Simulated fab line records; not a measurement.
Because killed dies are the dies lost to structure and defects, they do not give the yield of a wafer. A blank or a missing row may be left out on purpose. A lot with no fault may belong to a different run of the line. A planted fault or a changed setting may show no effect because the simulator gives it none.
Which tool is to blame? | flow n5_finfet | 10 lots with 30 wafers sampled at 7 steps, on a route of 1938 steps

## WHAT THE GAUGES READ, wafer by wafer
N5_ZERO_LAYER_INSPECT_20: inspects for defects (darkfield).
lot  | measured    | on                | raw_defect_count
L977 | day 1 13:39 | defect_inspect-02 | 29 50 49
L980 | day 2 07:29 | defect_inspect-02 | 44 27 47
L983 | day 3 01:15 | defect_inspect-01 | 23 46 44
L984 | day 3 07:16 | defect_inspect-01 | 47 15 22
L987 | day 4 01:23 | defect_inspect-01 | 25 29 25
L989 | day 4 13:49 | defect_inspect-01 | 21 24 43
L996 | day 6 07:18 | defect_inspect-01 | 407 24 34
L997 | day 6 13:38 | defect_inspect-02 | 369 23 18
L998 | day 6 19:41 | defect_inspect-01 | 355 25 22
L100 | day 7 07:38 | defect_inspect-02 | 49 77 23

N5_WELL_APT_INSPECT_10: inspects for defects (macro).
lot  | measured    | on                | raw_defect_count
L977 | day 1 14:08 | defect_inspect-01 | 2 4 6
L980 | day 2 07:51 | defect_inspect-01 | 3 2 2
L983 | day 3 01:37 | defect_inspect-01 | 0 2 2
L984 | day 3 07:44 | defect_inspect-01 | 2 5 1
L987 | day 4 01:44 | defect_inspect-01 | 0 2 2
L989 | day 4 14:11 | defect_inspect-01 | 3 3 2
L996 | day 6 07:47 | defect_inspect-01 | >300 2 1
L997 | day 6 14:07 | defect_inspect-02 | >300 0 2
L998 | day 6 20:03 | defect_inspect-02 | >300 0 4
L100 | day 7 07:59 | defect_inspect-01 | 1 1 2

N5_WELL_APT_INSPECT_38: inspects for defects (darkfield).
lot  | measured    | on                | raw_defect_count
L977 | day 1 17:21 | defect_inspect-01 | 11 11 14
L980 | day 2 10:46 | defect_inspect-01 | 13 14 16
L983 | day 3 04:59 | defect_inspect-01 | 14 20 8
L984 | day 3 11:18 | defect_inspect-01 | 13 15 14
L987 | day 4 05:30 | defect_inspect-01 | 19 12 17
L989 | day 4 17:20 | defect_inspect-02 | 12 7 9
L996 | day 6 10:42 | defect_inspect-02 | 379 9 9
L997 | day 6 17:01 | defect_inspect-01 | 353 7 9
L998 | day 6 23:52 | defect_inspect-01 | 364 10 25
L100 | day 7 11:24 | defect_inspect-01 | 18 11 17

N5_PMOS_HMC_CHANNEL_EPI_OVL_MEAS_10.
lot  | measured    | on         | PMOS_HMC_BLK_OVL (nm)
L977 | day 1 17:49 | overlay-01 | -0.6 0.1 -0.4
L980 | day 2 11:16 | overlay-02 | 1.5 0.9 0.2
L983 | day 3 05:20 | overlay-02 | 1.0 0.6 1.5
L984 | day 3 11:47 | overlay-01 | -2.2 -0.8 -1.9
L987 | day 4 05:50 | overlay-02 | 1.6 1.4 1.5
L989 | day 4 17:48 | overlay-01 | 0.6 -0.4 -0.1
L996 | day 6 11:11 | overlay-01 | 0.2 -0.4 -0.5
L997 | day 6 17:22 | overlay-01 | -0.8 -0.6 -0.9
L998 | day 7 00:20 | overlay-01 | 1.0 1.1 1.0
L100 | day 7 11:52 | overlay-02 | 0.3 0.2 -0.7

N5_BEOL_M4_RC_MEAS_101.
lot  | measured     | on        | DIBL_N (mV/V)  | DIBL_P (mV/V)  | IOFF_N (nA/um)    | IOFF_P (nA/um)    | ION_N (uA/um) | ION_P (uA/um) | SS_N (mV/dec)  | SS_P (mV/dec)  | VT_N (mV)         | VT_P (mV)
L977 | day 8 17:11  | prober-01 | 37.4 37.8 36.8 | 37.4 37.4 36.8 | 0.195 0.193 0.171 | 0.237 0.224 0.216 | 697 690 683   | 467 465 465   | 72.2 70.9 71.2 | 73.3 72.9 73.5 | 243.2 245.4 248.1 | -248 -249 -250
L980 | day 9 01:15  | prober-02 | 35.6 37.3 36.9 | 34.5 36.0 36.0 | 0.152 0.181 0.180 | 0.219 0.244 0.244 | 676 685 679   | 470 472 468   | 71.3 71.9 71.7 | 73.5 73.3 73.9 | 247.8 246.9 249.0 | -246 -247 -245
L983 | day 10 10:31 | prober-02 | 39.2 37.6 38.4 | 38.2 36.8 37.3 | 0.191 0.175 0.176 | 0.240 0.219 0.224 | 684 681 684   | 465 464 466   | 72.3 72.0 72.6 | 73.7 72.9 73.1 | 248.0 247.0 248.2 | -246 -248 -246
L984 | day 10 17:10 | prober-01 | 36.8 36.2 35.3 | 37.2 36.7 35.4 | 0.144 0.149 0.128 | 0.192 0.185 0.163 | 676 678 675   | 460 460 452   | 71.5 71.3 71.1 | 73.0 73.2 72.7 | 251.5 251.0 253.6 | -252 -256 -255
L987 | day 12 19:20 | prober-01 | 34.9 36.6 34.6 | 34.7 36.5 34.2 | 0.144 0.170 0.131 | 0.182 0.208 0.178 | 674 669 665   | 460 458 461   | 71.2 71.6 70.7 | 72.9 73.3 72.7 | 250.8 247.6 249.1 | -253 -249 -251
L989 | day 13 02:11 | prober-02 | 35.6 36.8 35.9 | 34.4 36.1 35.5 | 0.148 0.175 0.152 | 0.192 0.229 0.214 | 673 687 671   | 458 468 464   | 70.7 71.4 71.7 | 73.2 73.6 73.0 | 250.9 248.2 248.8 | -250 -248 -248
L996 | day 14 18:17 | prober-01 | 36.4 37.5 37.3 | 36.8 38.0 37.8 | 0.165 0.173 0.172 | 0.212 0.237 0.228 | 667 670 668   | 458 463 461   | 71.5 71.5 71.3 | 73.0 73.5 73.2 | 246.2 247.3 247.1 | -250 -248 -251
L997 | day 14 22:31 | prober-01 | 39.3 37.9 37.2 | 37.6 37.0 36.2 | 0.193 0.165 0.149 | 0.207 0.200 0.180 | 689 679 672   | 461 466 456   | 71.7 71.7 71.6 | 74.3 73.7 73.5 | 245.8 249.2 252.1 | -252 -253 -255
L998 | day 15 15:37 | prober-01 | 37.1 37.7 36.9 | 39.1 38.4 38.3 | 0.171 0.176 0.168 | 0.247 0.233 0.222 | 674 675 678   | 463 465 466   | 72.1 72.4 71.7 | 73.3 73.7 73.8 | 249.8 250.0 252.3 | -248 -248 -251
L100 | day 15 15:25 | prober-02 | 36.2 36.1 35.8 | 37.2 36.6 36.3 | 0.160 0.153 0.151 | 0.197 0.182 0.179 | 679 676 679   | 461 457 460   | 71.8 71.3 70.9 | 72.2 72.6 72.6 | 248.6 251.2 250.6 | -252 -250 -252

## TOOL THAT RAN EACH LOT (tool first, then ch and the chambers of the sampled wafers, then the start)
lot  | N5_ZERO_LAYER_PECVD_02         | N5_PMOS_HMC_CHANNEL_EPI_CMP_21
L977 | pecvd-01 ch 0,2, day 1 12:18   | cmp-04 ch 0,1,3, day 1 20:47
L980 | pecvd-02 ch 0,1, day 2 06:18   | cmp-04 ch 1,2,3, day 2 13:26
L983 | pecvd-01 ch 0,1, day 3 00:17   | cmp-04 ch 0,1,2, day 3 08:23
L984 | pecvd-02 ch 0,1,2, day 3 06:17 | cmp-02 ch 0,3, day 3 14:40
L987 | pecvd-01 ch 1,2, day 4 00:17   | cmp-02 ch 0,2, day 4 07:52
L989 | pecvd-01 ch 1,2, day 4 12:17   | cmp-04 ch 0,1,2, day 4 19:50
L996 | pecvd-01 ch 0,1,2, day 6 06:17 | cmp-03 ch 0,1, day 6 13:20
L997 | pecvd-01 ch 0,1,2, day 6 12:17 | cmp-03 ch 0,1,2, day 6 20:03
L998 | pecvd-01 ch 0,1,2, day 6 18:29 | cmp-04 ch 0,1,3, day 7 02:27
L100 | pecvd-03 ch 1,2, day 7 06:18   | cmp-02 ch 1,3, day 7 13:56
- N5_ZERO_LAYER_PECVD_02: deposits SiO2 from SiH4/N2O, target thk 10 nm, time 6 s.
- N5_PMOS_HMC_CHANNEL_EPI_CMP_21: polishes SiGe30, target thk 54 nm.

## AS READ BY THE TOOLS THEMSELVES (means over the sampled wafers that have a number; for cases with no such wafer, the mark the record gives instead)
N5_ZERO_LAYER_PECVD_02.
lot  | tool     | heater_power_w (W) | showerhead_plenum_p_Torr (Torr)
L977 | pecvd-01 | 727                | 8.28
L980 | pecvd-02 | 767                | 8.23
L983 | pecvd-01 | 889                | 8.33
L984 | pecvd-02 | 751                | 8.18
L987 | pecvd-01 | 800                | 8.36
L989 | pecvd-01 | 876                | 8.35
L996 | pecvd-01 | 775                | 8.30
L997 | pecvd-01 | 801                | 8.31
L998 | pecvd-01 | 821                | 8.31
L100 | pecvd-03 | 679                | 7.98

N5_PMOS_HMC_CHANNEL_EPI_CMP_21.
lot  | tool   | motor_current_A (A)
L977 | cmp-04 | 11.9
L980 | cmp-04 | 11.9
L983 | cmp-04 | 12.2
L984 | cmp-02 | 11.5
L987 | cmp-02 | 11.5
L989 | cmp-04 | 12.3
L996 | cmp-03 | 10.5
L997 | cmp-03 | 11.8
L998 | cmp-04 | 12.2
L100 | cmp-02 | 11.6

## THE ANSWER, worked out from the rows above alone
Rule: what is usual is taken from the lots themselves. The widest of any qualifying gaps counts: lots, ordered by their means at a reading, are off when they make up no more than a third of the lots, leave a main group of 4 or more, and stand apart from it by 3 or more times the standard deviation of that group's means. A main group is skipped when, at the precision printed for the reading in the tables above, its means are all equal. Also off: a lot with no number at a reading for which 4 or more lots have one. The other lots that the step has rows for count as sound. The gauges are gone through in route order, then the tools' own readings, and for those a lot's mean is taken as printed above. At the first step where some lot is off, the reading lying furthest off is the one used; lots without a number count as furthest.
Off at N5_ZERO_LAYER_INSPECT_20 (raw_defect_count): L996, L997, L998. The main group has a mean of 36 with a standard deviation of 8.
A tool fits if, at a process step before that reading, it ran every lot that is off, and no sound lot after the first of them. The gauges at N5_ZERO_LAYER_INSPECT_20 are tried like those tools. One fits: pecvd-01 at N5_ZERO_LAYER_PECVD_02. A fault onset in the window from L989 (day 4 12:17, its last sound lot) to L996 (day 6 06:17, its first lot off) fits.

## WHAT HAD BEEN PUT IN BY THE SIMULATOR
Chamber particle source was pecvd-01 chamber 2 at N5_ZERO_LAYER_PECVD_02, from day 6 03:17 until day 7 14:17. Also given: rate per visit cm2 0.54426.
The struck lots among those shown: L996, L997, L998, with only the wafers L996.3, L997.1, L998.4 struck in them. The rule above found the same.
